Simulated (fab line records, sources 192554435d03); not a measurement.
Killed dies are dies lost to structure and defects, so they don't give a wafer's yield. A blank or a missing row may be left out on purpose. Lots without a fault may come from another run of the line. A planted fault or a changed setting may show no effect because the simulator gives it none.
fab line records | flow n5_finfet
record lots=7 wafers=39
route steps=1938 shown TV_OPEN@1887
start_h: hours from the record's first day to the start of the lot's first wafer shown | wait_h: hours since the lot's step before | " the same as in the row above | L1.1+2: a row that stands for several wafers | - no value, or no start given | * or withheld: withheld | < > ~ a bound
route shown NAME@n: a module of which the file shows steps, and the number in the route of the first | usual: mean/standard deviation of fault-free wafers | same: alike in all rows | chamber/n: place in a boat | sites: the reading at each site | _std_site: their standard deviation | _edge_site: outer sites' mean less inner sites' | radius_mm: how far each site lies from the wafer's centre | mask NAME#n: copy n | behind: the tool/chamber that last shaped the wafer | hold: why the lot was held/for how many hours/how that ended | device: the transistor (n, p or np) that didn't switch | end of line: the same wafers' tests at the end of the route | a step without rows: its recipe alone | killed: dies lost to structure and defects at the first sort, not the wafer's yield | map: a wafer's dies, x killed, . not, _ none there
set.NAME: the setting as run; set.NAME@STEP: as run at that earlier step | model.NAME: the simulator's own value behind a step, which no gauge read
lots whose settings were changed on purpose; a table a step, a row a wafer
## steps
# step N5_PASSIVATION_PASS_ETCH_74
# recipe chemistry=CF4/O2 target=SiNx target_depth_a=2200 time_s=110 ion_energy_ev=100 pressure_mtorr=40 source_w=535 bias_w=49 Ar_flow_sccm=100 cf4_flow_sccm=100 O2_flow_sccm=10
# columns lot.wafer tool chamber start_h wait_h set.target_depth_a model.etch.depth_nm model.TV_OPEN.cd_offset_nm
L074.1 rie_diel-06 0 264.23 0.0 3328 325.1 -5.6
L074.2 " 2 " " 3328 346.6 -5.4
L074.3 " 3 " " 2200 220.3 0
L074.4 " 1 " " 2200 216.9 0.6
L074.5 " 0 " " 2200 217.1 -0.8
L074.6 " 3 " " 3328 331.9 -5
L075.1 rie_diel-01 0 282.90 0.0 2854 291.8 -3.6
L075.2 " 1 " " 2854 289.4 -4
L075.3 " 2 " " 2200 224.7 0
L075.4 " 3 " " 2200 225.9 0.4
L075.5 " 3 " " 2200 227.3 0.4
L075.6 " 2 " " 2854 295.1 -3.4
L082.1 rie_diel-01 0 307.83 0.0 2200 220.8 -0.2
L082.2 " 2 " " 2859 292.3 -3
L082.3 " 3 " " 2200 226.5 0
L082.4 " 1 " " 2859 285.2 -3
L082.5 " 0 " " 2200 222 -0.4
L082.6 " 1 " " 2859 286.6 -3
L081.3 rie_diel-06 0 313.37 0.0 2200 217.6 -0.2
L081.4 " 1 " " 2200 215.9 0.6
L081.5 " 3 " " 2200 220.3 0.2
L080.1 rie_diel-03 3 316.00 0.0 2200 217.6 0.2
L080.2 " 2 " " 2200 215 -0.4
L080.3 " 1 " " 2200 218.6 0.2
L080.4 " 0 " " 2200 216.3 -0.4
L080.5 " 2 " " 2200 213.1 -0.2
L080.6 " 3 " " 2200 216.1 0.2
L093.1 rie_diel-06 2 384.93 0.0 2200 225.7 -0.4
L093.2 " 3 " " 2200 215.4 0.2
L093.3 " 0 " " 2624 256.9 -2.2
L093.4 " 1 " " 2200 219.4 0.8
L093.5 " 1 " " 2624 260.3 -1
L093.6 " 2 " " 2624 269 -1.8
L095.1 rie_diel-06 1 387.39 0.0 2780 277.7 -2
L095.2 " 0 " " 2780 275 -2.4
L095.3 " 3 " " 2780 278.2 -2
L095.4 " 2 " " 2200 227.6 0
L095.5 " 2 " " 2200 228.8 -0.2
L095.6 " 1 " " 2200 219.6 1
# step N5_PASSIVATION_VIA_ETCH_13
# recipe chemistry=CHF3/O2 target=SiO2 target_depth_a=6600 CHF3_flow_sccm=50 O2_flow_sccm=5 Ar_flow_sccm=200 time_s=330 mask_material=PR pressure_mtorr=30 source_w=650 bias_w=170 ion_energy_ev=200 ends=cleared
# columns lot.wafer tool chamber start_h wait_h set.target_depth_a@PASSIVATION_PASS_ETCH_74 model.TV_OPEN.cd_offset_nm
L074.1 rie_diel-06 0 264.33 0.0 3328 -3.8
L074.2 " 2 " " 3328 -3.6
L074.3 " 3 " " 2200 1.6
L074.4 " 1 " " 2200 2.6
L074.5 " 0 " " 2200 1
L074.6 " 3 " " 3328 -3.4
L075.1 rie_diel-01 0 282.99 0.0 2854 -1.6
L075.2 " 1 " " 2854 -2
L075.3 " 2 " " 2200 1.4
L075.4 " 3 " " 2200 2.4
L075.5 " 3 " " 2200 2.2
L075.6 " 2 " " 2854 -1.8
L082.1+5 rie_diel-01 0 307.92 0.0 2200 1.8
L082.2 " 2 " " 2859 -1.2
L082.3 " 3 " " 2200 2.4
L082.4+6 " 1 " " 2859 -1
L081.3+5 rie_diel-06 0,3 313.46 0.0 2200 1.2
L081.4 " 1 " " 2200 2
L080.1+6 rie_diel-03 3 316.09 0.0 2200 2
L080.2+5 " 2 " " 2200 1.4
L080.3 " 1 " " 2200 1.8
L080.4 " 0 " " 2200 1.2
L093.1 rie_diel-06 2 385.02 0.0 2200 1.6
L093.2 " 3 " " 2200 1.8
L093.3+6 " 0,2 " " 2624 -0.2
L093.4 " 1 " " 2200 3
L093.5 " 1 " " 2624 1.2
L095.1 rie_diel-06 1 387.48 0.0 2780 -0.4
L095.2+3 " 0,3 " " 2780 -0.6
L095.4 " 2 " " 2200 1.6
L095.5 " 2 " " 2200 1.4
L095.6 " 1 " " 2200 2.8
## key
split step=N5_PASSIVATION_PASS_ETCH_74 setting=target_depth_a stated=2200 by=wafer
response step=N5_PASSIVATION_PASS_ETCH_74 reading=model.etch.depth_nm change=+2.2 per=1% r=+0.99
response step=N5_PASSIVATION_PASS_ETCH_74 reading=model.TV_OPEN.cd_offset_nm change=-0.104 per=1% r=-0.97
response step=N5_PASSIVATION_VIA_ETCH_13 reading=model.TV_OPEN.cd_offset_nm change=-0.106 per=1% r=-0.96
